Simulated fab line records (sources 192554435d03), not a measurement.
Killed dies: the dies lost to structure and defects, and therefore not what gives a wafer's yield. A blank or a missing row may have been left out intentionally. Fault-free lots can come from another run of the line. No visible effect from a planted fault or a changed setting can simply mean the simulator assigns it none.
A lot that was struck, set against a sound lot | flow n5 finfet | 20 steps out of a route of 1938
Sound: these wafers, L517.2, L517.3, L517.6. The struck wafers were L513.3, L513.4, L513.6. At the end, the cause is stated.
Order at every step that has rows: each side's tool, ch and its chambers, its first start. Under that, the readings that differ: sound wafers | struck wafers | difference of the means | sigmas: that difference in standard deviations of wafers without a fault.
alike: readings whose means differ by less than 2 such deviations, and words and numbers that are the same on both sides. not compared: withheld readings, readings that some wafer has no value for, bounds like >300 that may hide the same value, and numbers for which the record gives no deviation and whose values overlap.
Wherever a step has rows on one side only, a row that says differs or no value, or a row with sigmas, the two part there. Non-overlapping numbers with no deviation appear without sigmas and do not part them. A reading missing from all wafers of one side parts the sides only when that side holds two or more wafers.

first, 8 steps without rows for these wafers: N5_BEOL_M10_CMP_52 (polishes, stops on SiCOH lowk, t overpolish 7 s, target thk 140 nm); N5_BEOL_M10_PRE_CLEAN_55 (time 15 s); N5_BEOL_M10_DEP_56 (deposits SiCN from 3MS/NH3, target thk 15 nm, time 26.5 s); N5_BEOL_M11_ILD_DEP_00 (deposits SiCOH lowk from DEMS/porogen, target thk 308.51 nm, time 58 s); N5_BEOL_M11_CURE_71 (cures SiCOH lowk, time 240 s); N5_BEOL_M11_PECVD_70 (deposits SiO2 from TEOS/O2, target thk 20 nm, time 22.7 s); N5_BEOL_M11_HM_DEP_02 (deposits TiN, target thk 20 nm); N5_BEOL_M11_COAT_59 (time 60 s, resist thk 100 nm).
N5_BEOL_M11_COAT_60: time 60 s, resist thk 30 nm.
  sound on litho track-01 ch 0, day 15 18:05; struck on litho track-05 ch 0, day 15 07:13
  reading                                     | sound                | struck               | difference | sigmas
  spin speed rpm (rpm)                        | 1499.9 1498.6 1498.0 | 1444.0 1442.5 1443.7 | -55.4      | -46
  model.SiARC_of_BEOL_M11_COAT_60.thk nm (nm) | 30 30 30             | 30.6 30.6 30.6       | +0.6       |
  alike: resist line temp C
then, 7 steps without rows for these wafers: N5_BEOL_M11_COAT_05 (resist thk 90 nm); N5_BEOL_M11_EBR_07; N5_BEOL_M11_SOFTBAKE_06 (time 60 s); N5_BEOL_M11_EXPOSE_08 (exposes mask M11); N5_BEOL_M11_PEB_09 (peb time 60 s); N5_BEOL_M11_DEVELOP_10 (develop time 30 s); N5_BEOL_M11_DESCUM_16 (chemistry O2, time 7.9 s).
N5_BEOL_M11_ETCH_61: etches SiARC in CF4, target depth 39 nm, time 65 s.
  sound on rie diel-05 ch 0,1,2, day 15 18:26; struck on rie diel-03 ch 0,2, day 15 07:35
  reading                                       | sound            | struck           | difference | sigmas
  model.etch.depth nm (nm)                      | 29.9 30.06 29.91 | 30.57 30.59 30.5 | +0.60      |
  model.CAR-ArF_of_BEOL_M11_COAT_05.thk nm (nm) | 55.8 55.6 55.8   | 55 54.8 55       | -1         |
  alike: drypump motor current A, etch rf on time s, oes product au, rf fwd power W, rf vpp V, showerhead plenum p Torr, throttle valve pct
  not compared: rf hours counter h
N5_BEOL_M11_ETCH_62: etches SOC in N2/H2, target depth 110 nm, overetch 22 nm, time 165 s.
  sound on rie diel-05 ch 0,1,2, day 15 18:29; struck on rie diel-03 ch 0,2, day 15 07:38
  reading                                     | sound          | struck       | difference | sigmas
  model.SiARC_of_BEOL_M11_COAT_60.thk nm (nm) | 23.4 23.6 23.4 | 23.8 24 23.8 | +0.4       |
  alike: drypump motor current A, oes product au, rf fwd power W, rf vpp V, showerhead plenum p Torr, temp c, throttle valve pct
  not compared: rf hours counter h
then, 2 steps without rows for these wafers: N5_BEOL_M11_STRIP_68 (strips in N2/H2); N5_PASSIVATION_PROBE_49.

== WHERE THEY PART ==
Only at N5_BEOL_M11_COAT_60, within this record. Later steps at which nothing parts them and some readings are alike: N5_BEOL_M11_ETCH_61, N5_BEOL_M11_ETCH_62.

WHY: whatever the simulator had introduced
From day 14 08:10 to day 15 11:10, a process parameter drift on litho track-05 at N5_BEOL_M11_COAT_60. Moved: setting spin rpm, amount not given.
